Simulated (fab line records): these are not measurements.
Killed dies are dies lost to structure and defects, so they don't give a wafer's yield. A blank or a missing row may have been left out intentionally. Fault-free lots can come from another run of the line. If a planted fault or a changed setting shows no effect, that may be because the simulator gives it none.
Chamber matching :: flow nand_harc :: rie_diel-04 running NHARC_A_STAIRCASE_TRIM_187: 4 sister chambers
The step chemistry O2, time 211.2 s. 4 wafers are shown with their chamber, then 11 later ones without.

EACH WAFER AND ITS CHAMBER
wafer: L084.4
chamber: 0
showerhead_plenum_p_Torr (Torr): 3.55

wafer: L085.1
chamber: 2
showerhead_plenum_p_Torr (Torr): 3.41

wafer: L085.6
chamber: 1
showerhead_plenum_p_Torr (Torr): 3.37

wafer: L086.1
chamber: 3
showerhead_plenum_p_Torr (Torr): 3.75

WAFERS WITHOUT THEIR CHAMBER
wafer: L086.2
showerhead_plenum_p_Torr (Torr): 3.37

wafer: L086.5
showerhead_plenum_p_Torr (Torr): 3.41

wafer: L090.1
showerhead_plenum_p_Torr (Torr): 3.40

wafer: L090.2
showerhead_plenum_p_Torr (Torr): 3.54

wafer: L090.5
showerhead_plenum_p_Torr (Torr): 3.40

wafer: L094.1
showerhead_plenum_p_Torr (Torr): 3.40

wafer: L094.5
showerhead_plenum_p_Torr (Torr): 3.40

wafer: L094.6
showerhead_plenum_p_Torr (Torr): 3.75

wafer: L094.2
showerhead_plenum_p_Torr (Torr): 3.75

wafer: L094.3
showerhead_plenum_p_Torr (Torr): 3.36

wafer: L094.4
showerhead_plenum_p_Torr (Torr): 3.53

THE CHAMBER EACH PASSED THROUGH
wafer: L086.2
from the rows above: 1
in truth: 1

wafer: L086.5
from the rows above: 2
in truth: 2

wafer: L090.1
from the rows above: 2
in truth: 2

wafer: L090.2
from the rows above: 0
in truth: 0

wafer: L090.5
from the rows above: 2
in truth: 2

wafer: L094.1
from the rows above: 2
in truth: 2

wafer: L094.5
from the rows above: 2
in truth: 2

wafer: L094.6
from the rows above: 3
in truth: 3

wafer: L094.2
from the rows above: 3
in truth: 3

wafer: L094.3
from the rows above: 1
in truth: 1

wafer: L094.4
from the rows above: 0
in truth: 0
Correct placement for 11 of the 11. Number that these rows cannot place: 0. Placed wrongly: 0.
How it was worked out, from the rows above alone: a wafer's distance from a chamber is the root of the sum, over the readings, of the square of ((its reading less the chamber's mean) divided by the reading's scatter). The wafer belongs to the nearest chamber; if the next one is less than 2 further off, it can't be placed. The mean given for a chamber averages the wafers shown for that chamber. The scatter: with one shown wafer a chamber, the root of the mean of the squares of how far each hidden wafer lies from its nearest shown one.
